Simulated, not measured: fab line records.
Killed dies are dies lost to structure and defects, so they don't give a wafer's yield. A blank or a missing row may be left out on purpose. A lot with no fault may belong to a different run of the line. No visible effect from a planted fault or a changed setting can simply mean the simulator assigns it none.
Comparing a struck lot with a sound one	flow n5Finfet	15 steps out of a route of 1938
Sound: these wafers, L944.1, L944.2, L944.5. Struck: wafer L951.6; the same lot's L951.2 was not struck, so it is left out; see the end for the cause.
Each step with rows lists, per side, the tool, then ch with its chambers, then its first start. Under that, the readings that differ: sound wafers	struck wafers	difference of the means	sigmas: that difference in standard deviations of wafers without a fault.
alike: same words and numbers on both sides, and readings whose means sit less than 2 such deviations apart. not compared: any withheld reading, any reading some wafer has no value for, any bound like >300 that may hide the same value, and any number with overlapping values for which the record gives no deviation.
A row with sigmas, a row that says differs or no value, or rows on one side alone: a step with any of these is where the two part. When numbers do not overlap yet have no deviation, they are printed without sigmas and do not part them. A reading missing from all wafers of one side parts the sides only when that side holds two or more wafers.

first, 2 steps without rows for these wafers: N5_STI_FIN_REVEAL_DENSIFY_02 (time 1800 s); N5_STI_FIN_REVEAL_CMP_04 (polishes, stops on Si3N4, t overpolish 4 s, target thk 131.83 nm).
N5_STI_FIN_REVEAL_THK_MEAS_05:
  sound on filmMetro-02 at day 3 17:02; struck on filmMetro-01 at day 5 11:18
  alike: thkNm
N5_STI_FIN_REVEAL_DENSIFY_30:
  sound on rtpAnneal-02 ch 0, day 3 17:04; struck on rtpAnneal-01 ch 0, day 5 11:22
  alike: lampPowerPct, lamp_zone_5_pct
  not compared: wafer_temp_C_max
N5_STI_FIN_REVEAL_ETCHBACK_08: etches SiO2 in C4F6/O2, target depth 30.5 nm, time 10.167 s.
  sound on rieDiel-05 ch 0,3, day 3 17:20; struck on rieDiel-03 ch 1, day 5 11:32
  alike: C4F6_flow_sccm, drypumpMotorCurrentA, oes_f_703_au, oesProductAu, rfFwdPowerW, rfVppV, showerheadPlenumPTorr, throttleValvePct
  not compared: rfHoursCounterH
N5_STI_FIN_REVEAL_STRIP_24: strips in N2/H2, time 90 s.
  sound on rieDiel-05 ch 0,3, day 3 17:22; struck on rieDiel-03 ch 1, day 5 11:35
  alike: drypumpMotorCurrentA, oesProductAu, rfVppV, showerheadPlenumPTorr, tempC, throttleValvePct
  not compared: rfHoursCounterH
then, 4 steps without rows for these wafers: N5_STI_FIN_REVEAL_PRECLEAN_25 (cleans in SPM, time 90 s); N5_STI_FIN_REVEAL_PRECLEAN_26 (cleans in SC1, time 45 s); N5_STI_FIN_REVEAL_PRECLEAN_29 (cleans in DHF, time 30 s); N5_STI_FIN_REVEAL_SRD_12 (time 30 s).
N5_STI_FIN_REVEAL_RECESS_09: chemistry HF/NH3, target SiO2, afs cycles 11, target depth 42.5 nm, sublimation time 60 s.
  sound on vaporEtch-02 ch 0,1, day 3 17:35; struck on vaporEtch-02 ch 0, day 5 12:51
  alike: drypumpMotorCurrentA, tempC
then, 1 step without rows for these wafers: N5_STI_FIN_REVEAL_STRIP_16 (strips SiNx in H3PO4, target depth 23.8 nm).
N5_STI_FIN_REVEAL_PRECLEAN_17: cleans in NF3:NH3, afs cycles 1, time 20 s, sublimation time 60 s.
  sound on remotePlasma-02 ch 0, day 3 19:30; struck on remotePlasma-02 ch 0, day 5 13:43
reading	sound	struck	difference	sigmas
timeS (s)	20 20 20	21.121	+1.121	
  alike: tempC
N5_STI_FIN_REVEAL_ETCH_34: etches Si in H2, material Si, target depth 0.97 nm.
  sound on rieSi-05 ch 0,2,3, day 3 19:43; struck on rieSi-03 ch 2, day 5 13:53
  alike: drypumpMotorCurrentA, oesProductAu, rfFwdPowerW, tempC, throttleValvePct
  not compared: rfHoursCounterH
-- the record jumps here: 6 days lie between the struck wafers' starts before and after (it left off in module STI_FIN_REVEAL and takes up again in module BEOL_M4, whose first step shown is number 1111 of the route) --
N5_BEOL_M4_RC_MEAS_101:
  sound on prober-01 ch 0, day 9 09:56; struck on prober-01 ch 0, day 11 03:34
  alike: DIBL_N, DIBL_P, IOFF_N, IOFF_P, ION_N, ION_P, SS_N, SS_P, VT_N, VT_P

## WHERE THEY PART
Nowhere in this record.

WHY: what the simulator had put in
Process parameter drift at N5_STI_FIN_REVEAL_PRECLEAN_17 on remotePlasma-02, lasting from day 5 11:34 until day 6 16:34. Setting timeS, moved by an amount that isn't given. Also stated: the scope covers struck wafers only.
